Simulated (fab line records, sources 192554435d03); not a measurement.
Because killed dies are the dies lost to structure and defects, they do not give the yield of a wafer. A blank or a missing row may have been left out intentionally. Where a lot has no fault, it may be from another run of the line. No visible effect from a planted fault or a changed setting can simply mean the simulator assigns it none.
Matching of chambers | flow n5Finfet | N5_BEOL_M10_STRIP_36 on rieDiel-03: 4 sister chambers
The step strips in N2/H2. 8 wafers are shown with their chamber, then 10 later ones without.

## WAFERS PAIRED WITH THEIR CHAMBERS
wafer  | chamber | showerheadPlenumPTorr (Torr) | drypumpMotorCurrentA (A)
L082.6 | 2       | 2.61                         | 5.93
L081.3 | 1       | 2.41                         | 5.79
L081.5 | 2       | 2.60                         | 5.98
L085.2 | 0       | 2.46                         | 5.55
L085.3 | 3       | 2.39                         | 5.66
L085.4 | 3       | 2.39                         | 5.68
L087.1 | 0       | 2.46                         | 5.53
L087.2 | 1       | 2.40                         | 5.77

## WAFERS WITH NO CHAMBER GIVEN
wafer  | showerheadPlenumPTorr (Torr) | drypumpMotorCurrentA (A)
L087.6 | 2.40                         | 5.78
L091.3 | 2.40                         | 5.77
L091.4 | 2.38                         | 5.69
L091.5 | 2.40                         | 5.78
L094.2 | 2.38                         | 5.68
L094.3 | 2.60                         | 5.90
L094.4 | 2.46                         | 5.52
L097.4 | 2.45                         | 5.53
L097.5 | 2.39                         | 5.79
L097.6 | 2.45                         | 5.54

## WHICH CHAMBER EACH WENT THROUGH
wafer  | from the rows above | in truth
L087.6 | 1                   | 1
L091.3 | 1                   | 1
L091.4 | 3                   | 3
L091.5 | 1                   | 1
L094.2 | 3                   | 3
L094.3 | 2                   | 2
L094.4 | 0                   | 0
L097.4 | 0                   | 0
L097.5 | 1                   | 1
L097.6 | 0                   | 0
Correctly placed: 10 of 10. From these rows, 0 cannot be placed. Number placed wrongly: 0.
How it was worked out, from the rows above alone: a wafer's distance from a chamber is the root of the sum, over the readings, of the square of ((its reading less the chamber's mean) divided by the reading's scatter). The wafer belongs to the nearest chamber; if the next one is less than 2 further off, it can't be placed. Each chamber's mean is taken over the wafers shown for it. How the scatter is found: for the shown wafers, subtract from each reading the mean of its chamber, square and add these, divide the total by (wafers less chambers), then take the root.
